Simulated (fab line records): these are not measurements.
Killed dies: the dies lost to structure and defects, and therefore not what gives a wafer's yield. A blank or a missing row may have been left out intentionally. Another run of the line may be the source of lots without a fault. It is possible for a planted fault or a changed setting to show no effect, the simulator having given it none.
Lot-split experiment    flow n5 finfet    7 lots, 21 wafers read, on a route of 1938 steps

## SPLIT DETAILS
At N5_BEOL_M4_COAT_22 (resist thk 30 nm), the setting spin rpm was moved away from the recipe's 1500 rpm on 6 of the 21 wafers read, by -3.2% to +8.9%. This setting was run at the recipe's value on the other wafers.

The reading comes from the split's own step.

## THE READING
CAR-EUV_of_BEOL_M4_COAT_22.thk nm (the simulator's own value, which no gauge read), in nm, at N5_BEOL_M4_COAT_22 (resist thk 30 nm). No usual value for it is given in the file. Here, 15 wafers ran the recipe; their average is 30.0 nm with a standard deviation of 0.068 nm.

wafer   tool, chamber at the split  spin rpm as run, rpm  against the recipe  CAR-EUV_of_BEOL_M4_COAT_22.thk nm, nm  against lot-mates on the recipe
L075.1  litho track-04, 0           1631                  +8.7%               28.8                                   -1.2
L075.3  litho track-04, 0           1631                  +8.7%               28.6                                   -1.4
L075.6  litho track-04, 0           1500                  recipe              30                                     -
L076.2  litho track-02, 0           1500                  recipe              30                                     -
L076.4  litho track-02, 0           1500                  recipe              30                                     -
L076.6  litho track-02, 0           1500                  recipe              30                                     -
L084.2  litho track-03, 0           1562                  +4.1%               29.4                                   -0.5
L084.5  litho track-03, 0           1500                  recipe              29.8                                   -
L084.6  litho track-03, 0           1500                  recipe              30                                     -
L085.2  litho track-03, 0           1500                  recipe              29.8                                   -
L085.4  litho track-03, 0           1634                  +8.9%               28.6                                   -1.2
L085.6  litho track-03, 0           1634                  +8.9%               28.6                                   -1.2
L089.3  litho track-04, 0           1500                  recipe              30                                     -
L089.5  litho track-04, 0           1500                  recipe              30                                     -
L089.6  litho track-04, 0           1500                  recipe              30                                     -
L091.2  litho track-03, 0           1500                  recipe              30                                     -
L091.6  litho track-03, 0           1500                  recipe              30                                     -
L091.4  litho track-03, 0           1452                  -3.2%               30.6                                   +0.6
L097.1  litho track-02, 0           1500                  recipe              30                                     -
L097.3  litho track-02, 0           1500                  recipe              30                                     -
L097.5  litho track-02, 0           1500                  recipe              30                                     -

FIT RESULTS
A straight line over all 21 wafers: CAR-EUV_of_BEOL_M4_COAT_22.thk nm changes by -0.152 nm for each +1% of spin rpm; r = -0.99; the points scatter about the line by 0.078 nm.
The same after taking each lot's own level away (the mean of its wafers on the recipe; 21 wafers): -0.143 nm for each +1%; r = -0.99; scatter 0.066 nm.
On that fit, the largest move of spin rpm shifts the reading by 1.3 nm.
Across the lots, their own levels run from 29.80 to 30.00 nm, a range of 2.9 times the standard deviation given above.
Hence the lot-to-lot level has little effect on the slope; both slopes agree.
Check: -1.29 nm against its lot-mates is what the line predicts for one of the wafers moved furthest among these (+8.9%) when that wafer is left out of the fit. Against them it came out at -1.2 nm.

## THE OTHER SPLITS THESE WAFERS WENT THROUGH
Other splits were also applied to these wafers ahead of the reading. Each is held against what the fit with the lots' levels taken away leaves over:
other split on the same wafers               wafers away from the commonest value  r with CAR-EUV_of_BEOL_M4_COAT_22.thk nm (lot level and that fit taken away)
N5_MOL_CONTACT_COAG_EXPOSE_81 dose mj        9                                     -0.21
N5_BEOL_M0_SAQP_PECVD_96 time s              6                                     -0.16
N5_BEOL_M0_SAQP_SPACER2_ALD_26 target thk a  11                                    -0.16
N5_BEOL_M0_SAQP_EXPOSE_37 dose mj            11                                    +0.20
N5_BEOL_M1_ETCH_64 bias w                    6                                     -0.06

## FILE'S OWN FIT
CAR-EUV_of_BEOL_M4_COAT_22.thk nm changes by -0.142 nm for each +1% of spin rpm, r = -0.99.
